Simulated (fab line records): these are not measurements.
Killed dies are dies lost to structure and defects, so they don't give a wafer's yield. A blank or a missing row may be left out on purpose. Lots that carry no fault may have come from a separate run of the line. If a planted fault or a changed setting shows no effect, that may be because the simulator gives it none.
Which of the tools did it? || flow nand-harc || 44 wafers from 15 lots sampled at 4 of the route's 1302 steps

WHAT THE GAUGES READ, wafer by wafer
The record holds no reading of a measuring or inspecting step that can be judged against a usual standard deviation.

WHAT TOOL EACH LOT RAN ON (gives the tool, then ch and the chambers of the sampled wafers, and finally the start)
{"lot": "L218", "NHARC_THIN_TSV_STRIP_62": "plasma-asher-02 ch 0,1, day 24 07:04", "NHARC_THIN_TSV_PVD_19": "pvd-sputter-01, day 24 10:07 or earlier", "NHARC_THIN_TSV_PEB_31": "litho-track-03 ch 0, day 24 10:07", "NHARC_THIN_TSV_ETCH_36": "rie-metal-03 ch 0,1, day 24 10:47"}
{"lot": "L219", "NHARC_THIN_TSV_STRIP_62": "plasma-asher-02 ch 0,1, day 24 15:20", "NHARC_THIN_TSV_PVD_19": "pvd-sputter-02, day 24 18:37 or earlier", "NHARC_THIN_TSV_PEB_31": "litho-track-02 ch 0, day 24 18:37", "NHARC_THIN_TSV_ETCH_36": "rie-metal-01 ch 0,1, day 24 19:15"}
{"lot": "L221", "NHARC_THIN_TSV_STRIP_62": "plasma-asher-02 ch 0,1, day 24 23:07", "NHARC_THIN_TSV_PVD_19": "pvd-sputter-02, day 25 02:23 or earlier", "NHARC_THIN_TSV_PEB_31": "litho-track-07 ch 0, day 25 02:23", "NHARC_THIN_TSV_ETCH_36": "rie-metal-02 ch 0,1, day 25 03:02"}
{"lot": "L226", "NHARC_THIN_TSV_STRIP_62": "plasma-asher-02 ch 1, day 27 09:05", "NHARC_THIN_TSV_PVD_19": "pvd-sputter-02, day 27 12:06 or earlier", "NHARC_THIN_TSV_PEB_31": "litho-track-03, day 27 12:06", "NHARC_THIN_TSV_ETCH_36": "rie-metal-01 ch 0,1, day 27 12:47"}
{"lot": "L225", "NHARC_THIN_TSV_STRIP_62": "plasma-asher-02 ch 0,1, day 27 10:19", "NHARC_THIN_TSV_PVD_19": "pvd-sputter-03, day 27 13:22 or earlier", "NHARC_THIN_TSV_PEB_31": "litho-track-02, day 27 13:22", "NHARC_THIN_TSV_ETCH_36": "rie-metal-03 ch 0,1, day 27 14:01"}
{"lot": "L227", "NHARC_THIN_TSV_STRIP_62": "plasma-asher-02 ch 0,1, day 27 13:58", "NHARC_THIN_TSV_PVD_19": "pvd-sputter-01, day 27 17:17 or earlier", "NHARC_THIN_TSV_PEB_31": "litho-track-03, day 27 17:17", "NHARC_THIN_TSV_ETCH_36": "rie-metal-02 ch 0,1, day 27 17:55"}
{"lot": "L233", "NHARC_THIN_TSV_STRIP_62": "plasma-asher-01 ch 0, day 29 11:32", "NHARC_THIN_TSV_PVD_19": "pvd-sputter-01, day 29 14:37 or earlier", "NHARC_THIN_TSV_PEB_31": "litho-track-02 ch 0, day 29 14:37", "NHARC_THIN_TSV_ETCH_36": "rie-metal-01 ch 0, day 29 15:15"}
{"lot": "L232", "NHARC_THIN_TSV_STRIP_62": "plasma-asher-02 ch 0,1, day 30 01:31", "NHARC_THIN_TSV_PVD_19": "pvd-sputter-01, day 30 04:42 or earlier", "NHARC_THIN_TSV_PEB_31": "litho-track-02 ch 0, day 30 04:42", "NHARC_THIN_TSV_ETCH_36": "rie-metal-01 ch 1, day 30 05:20"}
{"lot": "L235", "NHARC_THIN_TSV_STRIP_62": "plasma-asher-02 ch 0,1, day 30 07:01", "NHARC_THIN_TSV_PVD_19": "pvd-sputter-01, day 30 10:11 or earlier", "NHARC_THIN_TSV_PEB_31": "litho-track-02 ch 0, day 30 10:11", "NHARC_THIN_TSV_ETCH_36": "rie-metal-03 ch 0,1, day 30 10:50"}
{"lot": "L234", "NHARC_THIN_TSV_STRIP_62": "plasma-asher-02 ch 0,1, day 30 23:18", "NHARC_THIN_TSV_PVD_19": "pvd-sputter-01, day 31 02:25 or earlier", "NHARC_THIN_TSV_PEB_31": "litho-track-07 ch 0, day 31 02:25", "NHARC_THIN_TSV_ETCH_36": "rie-metal-02 ch 0,1, day 31 03:06"}
{"lot": "L237", "NHARC_THIN_TSV_STRIP_62": "plasma-asher-02 ch 0,1, day 31 12:32", "NHARC_THIN_TSV_PVD_19": "pvd-sputter-03, day 31 15:45 or earlier", "NHARC_THIN_TSV_PEB_31": "litho-track-02 ch 0, day 31 15:45", "NHARC_THIN_TSV_ETCH_36": "rie-metal-03 ch 0,1, day 31 16:23"}
{"lot": "L236", "NHARC_THIN_TSV_STRIP_62": "plasma-asher-01 ch 0,1, day 31 13:49", "NHARC_THIN_TSV_PVD_19": "pvd-sputter-02, day 31 16:51 or earlier", "NHARC_THIN_TSV_PEB_31": "litho-track-02 ch 0, day 31 16:51", "NHARC_THIN_TSV_ETCH_36": "rie-metal-03 ch 0,1, day 31 17:30"}
{"lot": "L239", "NHARC_THIN_TSV_STRIP_62": "plasma-asher-02 ch 0,1, day 32 05:06", "NHARC_THIN_TSV_PVD_19": "pvd-sputter-02, day 32 08:30 or earlier", "NHARC_THIN_TSV_PEB_31": "litho-track-03 ch 0, day 32 08:30", "NHARC_THIN_TSV_ETCH_36": "rie-metal-02 ch 0,1, day 32 09:10"}
{"lot": "L238", "NHARC_THIN_TSV_STRIP_62": "plasma-asher-02 ch 0,1, day 32 14:38", "NHARC_THIN_TSV_PVD_19": "pvd-sputter-02, day 32 19:14 or earlier", "NHARC_THIN_TSV_PEB_31": "litho-track-03 ch 0, day 32 19:14", "NHARC_THIN_TSV_ETCH_36": "rie-metal-01 ch 0,1, day 32 19:55"}
{"lot": "L240", "NHARC_THIN_TSV_STRIP_62": "plasma-asher-02 ch 0,1, day 33 00:28", "NHARC_THIN_TSV_PVD_19": "pvd-sputter-03, day 33 03:40 or earlier", "NHARC_THIN_TSV_PEB_31": "litho-track-02 ch 0, day 33 03:40", "NHARC_THIN_TSV_ETCH_36": "rie-metal-03 ch 0,1, day 33 04:18"}
- NHARC_THIN_TSV_STRIP_62: strips in N2/H2, time 20 s.
- NHARC_THIN_TSV_PVD_19: deposits TaN, target thk 20 nm.
- NHARC_THIN_TSV_PEB_31: peb time 85 s.
- NHARC_THIN_TSV_ETCH_36: etches the open film in Cl2/BCl3, target depth 65 nm, time 18.571 s.

AS READ BY THE TOOLS THEMSELVES (means over the sampled wafers that have a number; for cases with no such wafer, the mark the record gives instead)
NHARC_THIN_TSV_STRIP_62. Usual: drypump-motor-current-A 6.4 A, standard deviation 0.44; heater-power-w 329 W, standard deviation 14.
{"lot": "L218", "tool": "plasma-asher-02", "drypump-motor-current-A (A)": 6.6, "heater-power-w (W)": 351, "flag": ""}
{"lot": "L219", "tool": "plasma-asher-02", "drypump-motor-current-A (A)": 6.6, "heater-power-w (W)": 349, "flag": ""}
{"lot": "L221", "tool": "plasma-asher-02", "drypump-motor-current-A (A)": 6.5, "heater-power-w (W)": 344, "flag": ""}
{"lot": "L226", "tool": "plasma-asher-02", "drypump-motor-current-A (A)": 6.8, "heater-power-w (W)": 318, "flag": ""}
{"lot": "L225", "tool": "plasma-asher-02", "drypump-motor-current-A (A)": 6.6, "heater-power-w (W)": 320, "flag": ""}
{"lot": "L227", "tool": "plasma-asher-02", "drypump-motor-current-A (A)": 6.5, "heater-power-w (W)": 328, "flag": ""}
{"lot": "L233", "tool": "plasma-asher-01", "drypump-motor-current-A (A)": 6.2, "heater-power-w (W)": 324, "flag": ""}
{"lot": "L232", "tool": "plasma-asher-02", "drypump-motor-current-A (A)": 6.5, "heater-power-w (W)": 327, "flag": ""}
{"lot": "L235", "tool": "plasma-asher-02", "drypump-motor-current-A (A)": 6.6, "heater-power-w (W)": 326, "flag": ""}
{"lot": "L234", "tool": "plasma-asher-02", "drypump-motor-current-A (A)": 6.5, "heater-power-w (W)": 332, "flag": ""}
{"lot": "L237", "tool": "plasma-asher-02", "drypump-motor-current-A (A)": 6.5, "heater-power-w (W)": 326, "flag": ""}
{"lot": "L236", "tool": "plasma-asher-01", "drypump-motor-current-A (A)": 5.8, "heater-power-w (W)": 312, "flag": ""}
{"lot": "L239", "tool": "plasma-asher-02", "drypump-motor-current-A (A)": 6.6, "heater-power-w (W)": 327, "flag": ""}
{"lot": "L238", "tool": "plasma-asher-02", "drypump-motor-current-A (A)": 6.6, "heater-power-w (W)": 324, "flag": ""}
{"lot": "L240", "tool": "plasma-asher-02", "drypump-motor-current-A (A)": 6.6, "heater-power-w (W)": 317, "flag": ""}

NHARC_THIN_TSV_PVD_19. Usual: 30.3 % for throttle-valve-pct, sd 1.2.
{"lot": "L218", "tool": "pvd-sputter-01", "throttle-valve-pct (%)": 29.4, "flag": ""}
{"lot": "L219", "tool": "pvd-sputter-02", "throttle-valve-pct (%)": 29.4, "flag": ""}
{"lot": "L221", "tool": "pvd-sputter-02", "throttle-valve-pct (%)": 31.2, "flag": ""}
{"lot": "L226", "tool": "pvd-sputter-02", "throttle-valve-pct (%)": 30.6, "flag": ""}
{"lot": "L225", "tool": "pvd-sputter-03", "throttle-valve-pct (%)": 31.0, "flag": ""}
{"lot": "L227", "tool": "pvd-sputter-01", "throttle-valve-pct (%)": 30.8, "flag": ""}
{"lot": "L233", "tool": "pvd-sputter-01", "throttle-valve-pct (%)": 29.9, "flag": ""}
{"lot": "L232", "tool": "pvd-sputter-01", "throttle-valve-pct (%)": 29.5, "flag": ""}
{"lot": "L235", "tool": "pvd-sputter-01", "throttle-valve-pct (%)": 30.4, "flag": ""}
{"lot": "L234", "tool": "pvd-sputter-01", "throttle-valve-pct (%)": 30.4, "flag": ""}
{"lot": "L237", "tool": "pvd-sputter-03", "throttle-valve-pct (%)": 30.8, "flag": ""}
{"lot": "L236", "tool": "pvd-sputter-02", "throttle-valve-pct (%)": 30.6, "flag": ""}
{"lot": "L239", "tool": "pvd-sputter-02", "throttle-valve-pct (%)": 29.6, "flag": ""}
{"lot": "L238", "tool": "pvd-sputter-02", "throttle-valve-pct (%)": 30.8, "flag": ""}
{"lot": "L240", "tool": "pvd-sputter-03", "throttle-valve-pct (%)": 30.6, "flag": ""}

NHARC_THIN_TSV_PEB_31. Usual: chill-plate-temp-C 23.01 C, standard deviation 0.091; exhaust-pa 45.1 Pa, standard deviation 0.81; resist-line-temp-C 23.01 C, standard deviation 0.092.
{"lot": "L218", "tool": "litho-track-03", "chill-plate-temp-C (C)": 22.96, "exhaust-pa (Pa)": 44.9, "resist-line-temp-C (C)": 23.07, "flag": ""}
{"lot": "L219", "tool": "litho-track-02", "chill-plate-temp-C (C)": 23.05, "exhaust-pa (Pa)": 45.0, "resist-line-temp-C (C)": 23.11, "flag": ""}
{"lot": "L221", "tool": "litho-track-07", "chill-plate-temp-C (C)": 23.08, "exhaust-pa (Pa)": 45.2, "resist-line-temp-C (C)": 22.97, "flag": ""}
{"lot": "L226", "tool": "litho-track-03", "chill-plate-temp-C (C)": "-", "exhaust-pa (Pa)": "-", "resist-line-temp-C (C)": "-", "flag": "OFF"}
{"lot": "L225", "tool": "litho-track-02", "chill-plate-temp-C (C)": "-", "exhaust-pa (Pa)": "-", "resist-line-temp-C (C)": "-", "flag": "OFF"}
{"lot": "L227", "tool": "litho-track-03", "chill-plate-temp-C (C)": "-", "exhaust-pa (Pa)": "-", "resist-line-temp-C (C)": "-", "flag": "OFF"}
{"lot": "L233", "tool": "litho-track-02", "chill-plate-temp-C (C)": 23.02, "exhaust-pa (Pa)": 45.0, "resist-line-temp-C (C)": 23.14, "flag": ""}
{"lot": "L232", "tool": "litho-track-02", "chill-plate-temp-C (C)": 22.99, "exhaust-pa (Pa)": 45.3, "resist-line-temp-C (C)": 22.96, "flag": ""}
{"lot": "L235", "tool": "litho-track-02", "chill-plate-temp-C (C)": 23.03, "exhaust-pa (Pa)": 44.8, "resist-line-temp-C (C)": 23.16, "flag": ""}
{"lot": "L234", "tool": "litho-track-07", "chill-plate-temp-C (C)": 23.01, "exhaust-pa (Pa)": 45.9, "resist-line-temp-C (C)": 22.87, "flag": ""}
{"lot": "L237", "tool": "litho-track-02", "chill-plate-temp-C (C)": 23.08, "exhaust-pa (Pa)": 44.9, "resist-line-temp-C (C)": 23.07, "flag": ""}
{"lot": "L236", "tool": "litho-track-02", "chill-plate-temp-C (C)": 22.94, "exhaust-pa (Pa)": 45.1, "resist-line-temp-C (C)": 23.11, "flag": ""}
{"lot": "L239", "tool": "litho-track-03", "chill-plate-temp-C (C)": 23.11, "exhaust-pa (Pa)": 44.3, "resist-line-temp-C (C)": 22.89, "flag": ""}
{"lot": "L238", "tool": "litho-track-03", "chill-plate-temp-C (C)": 23.01, "exhaust-pa (Pa)": 43.8, "resist-line-temp-C (C)": 23.04, "flag": ""}
{"lot": "L240", "tool": "litho-track-02", "chill-plate-temp-C (C)": 22.97, "exhaust-pa (Pa)": 46.0, "resist-line-temp-C (C)": 22.99, "flag": ""}

NHARC_THIN_TSV_ETCH_36. Usual: drypump-motor-current-A 5.85 A, standard deviation 0.24; oes-product-au 1.006 a.u., standard deviation 0.0096.
{"lot": "L218", "tool": "rie-metal-03", "drypump-motor-current-A (A)": 5.89, "oes-product-au (a.u.)": 1.004, "flag": ""}
{"lot": "L219", "tool": "rie-metal-01", "drypump-motor-current-A (A)": 5.97, "oes-product-au (a.u.)": 1.011, "flag": ""}
{"lot": "L221", "tool": "rie-metal-02", "drypump-motor-current-A (A)": 5.87, "oes-product-au (a.u.)": 0.988, "flag": ""}
{"lot": "L226", "tool": "rie-metal-01", "drypump-motor-current-A (A)": 5.88, "oes-product-au (a.u.)": 1.012, "flag": ""}
{"lot": "L225", "tool": "rie-metal-03", "drypump-motor-current-A (A)": 5.90, "oes-product-au (a.u.)": 1.005, "flag": ""}
{"lot": "L227", "tool": "rie-metal-02", "drypump-motor-current-A (A)": 5.86, "oes-product-au (a.u.)": 0.994, "flag": ""}
{"lot": "L233", "tool": "rie-metal-01", "drypump-motor-current-A (A)": 6.15, "oes-product-au (a.u.)": 1.012, "flag": ""}
{"lot": "L232", "tool": "rie-metal-01", "drypump-motor-current-A (A)": 5.64, "oes-product-au (a.u.)": 1.002, "flag": ""}
{"lot": "L235", "tool": "rie-metal-03", "drypump-motor-current-A (A)": 5.84, "oes-product-au (a.u.)": 1.001, "flag": ""}
{"lot": "L234", "tool": "rie-metal-02", "drypump-motor-current-A (A)": 5.66, "oes-product-au (a.u.)": 1.003, "flag": ""}
{"lot": "L237", "tool": "rie-metal-03", "drypump-motor-current-A (A)": 5.91, "oes-product-au (a.u.)": 1.001, "flag": ""}
{"lot": "L236", "tool": "rie-metal-03", "drypump-motor-current-A (A)": 5.90, "oes-product-au (a.u.)": 0.999, "flag": ""}
{"lot": "L239", "tool": "rie-metal-02", "drypump-motor-current-A (A)": 5.68, "oes-product-au (a.u.)": 1.008, "flag": ""}
{"lot": "L238", "tool": "rie-metal-01", "drypump-motor-current-A (A)": 5.78, "oes-product-au (a.u.)": 1.016, "flag": ""}
{"lot": "L240", "tool": "rie-metal-03", "drypump-motor-current-A (A)": 5.85, "oes-product-au (a.u.)": 1.005, "flag": ""}

THE ANSWER, worked out from the rows above alone
Rule: a lot counts as off when the mean over its wafers that have a number is more than 3 standard deviations away from the usual mean. Also off: a lot with no number at a reading for which 4 or more lots have one. The other lots that the step has rows for count as sound. After the gauges, taken in route order, come the tools' own readings; for these a lot's mean is taken, as printed above. The first step at which some lot is off is used, and at that step the reading that is off furthest; a lot without a number counts as furthest.
Off: L226, L225, L227, at NHARC_THIN_TSV_PEB_31 (chill-plate-temp-C). Without a number there: L226, L225, L227.
If a tool, at that step or one of the process steps before it, ran each lot that is off and ran no sound lot following the first of them, it fits. NHARC_THIN_TSV_PVD_19 gives no start for some lots, so the hours and the order of its lots are those of NHARC_THIN_TSV_PEB_31. Not one of the candidates tried fits.

WHAT THE SIMULATOR HAD PUT IN
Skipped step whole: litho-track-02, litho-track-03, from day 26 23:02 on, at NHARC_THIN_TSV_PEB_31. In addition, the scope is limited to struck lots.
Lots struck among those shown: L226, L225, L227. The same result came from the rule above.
